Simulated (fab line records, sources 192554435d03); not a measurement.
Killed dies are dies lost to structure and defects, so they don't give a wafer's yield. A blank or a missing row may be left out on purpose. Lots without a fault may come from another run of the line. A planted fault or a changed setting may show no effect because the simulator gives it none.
A struck lot beside a sound one | flow n5_finfet | 15 steps out of a route of 1938
Sound: wafers L540.1, L540.3, L540.5. Struck: wafers L538.1, L538.4, L538.6. The cause comes at the end.
At each step with rows: each side's tool, then ch and its chambers, then its first start. Under that, the readings that differ: sound wafers | struck wafers | difference of the means | sigmas: that difference in standard deviations of wafers without a fault.
alike: readings whose means differ by less than 2 such deviations, and words and numbers that are the same on both sides. not compared: withheld readings, readings that some wafer has no value for, bounds like >300 that may hide the same value, and numbers for which the record gives no deviation and whose values overlap.
The two part at a step that has a row with sigmas, a row that says differs or no value, or rows on one side only. Numbers that don't overlap but have no deviation are shown without sigmas and don't part them. A reading that every wafer of one side lacks parts them only if that side has two wafers or more.

N5_BEOL_M15_STRIP_36: strips in O2.
  sound on rie_diel-06 ch 1,3, day 16 15:26; struck on rie_diel-03 ch 0,2, day 16 08:40
  alike: drypump_motor_current_A, o2_flow_sccm, oes_product_au, rf_vpp_V, showerhead_plenum_p_Torr, throttle_valve_pct
  not compared: rf_hours_counter_h
then, 2 steps without rows for these wafers: N5_BEOL_M15_STRIP_62 (strips in O2); N5_BEOL_M15_STRIP_37 (strips in O2).
N5_BEOL_M15_ETCH_38: etches SiCN in CF4/N2, target depth 106.4 nm, time 120.5 s.
  sound on rie_diel-06 ch 1,3; struck on rie_diel-03 ch 0,2
  alike: drypump_motor_current_A, oes_product_au, rf_vpp_V, showerhead_plenum_p_Torr, throttle_valve_pct
  not compared: rf_hours_counter_h
then, 2 steps without rows for these wafers: N5_BEOL_M15_PRECLEAN_39 (cleans in residue remover, time 60 s); N5_BEOL_M15_SRD_40 (time 30 s, dry time 30 s).
N5_BEOL_M15_DEGAS_41: time 60 s.
  sound on pvd_sputter-03, day 16 17:14; struck on pvd_sputter-01, day 16 09:17
  alike: heater_power_w, susceptor_temp_C
N5_BEOL_M15_PRE_CLEAN_42: time 30 s.
  sound on pvd_sputter-03, day 16 17:17; struck on pvd_sputter-01, day 16 09:19
  alike: heater_power_w, susceptor_temp_C
N5_BEOL_M15_SPUTTER_43: material TaN, target thk 15 nm, time 24.19 s.
  sound on pvd_sputter-03, day 16 17:19; struck on pvd_sputter-01, day 16 09:22
  alike: cathode_dc_power_W, susceptor_temp_C, throttle_valve_pct
then, 3 steps without rows for these wafers: N5_BEOL_M15_SPUTTER_44 (material Ta, target thk 15 nm, time 24.19 s); N5_BEOL_M15_SPUTTER_45 (material Cu, target thk 100 nm, time 16.67 s); N5_BEOL_M15_ECD_47 (material Cu, target thk 1860 nm).
N5_BEOL_M15_ANNEAL_48: time 90 s.
  sound on rtp_anneal-01 ch 0, day 16 17:50; struck on rtp_anneal-02 ch 0, day 16 10:04
  reading          | sound                | struck               | difference | sigmas
  wafer_temp_C_max | 225.94 226.11 225.91 | 244.31 244.17 244.03 | +18.18     | +83
then, 2 steps without rows for these wafers: N5_BEOL_M15_CMP_49 (polishes, stops on SiO2, t overpolish 4.9 s, target thk 850 nm); N5_PASSIVATION_PROBE_49.

WHERE THEY PART
Only at N5_BEOL_M15_ANNEAL_48, within this record.

WHY: what the simulator had put in
Process parameter drift: rtp_anneal-02, from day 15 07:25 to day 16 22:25, at N5_BEOL_M15_ANNEAL_48. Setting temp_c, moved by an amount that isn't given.
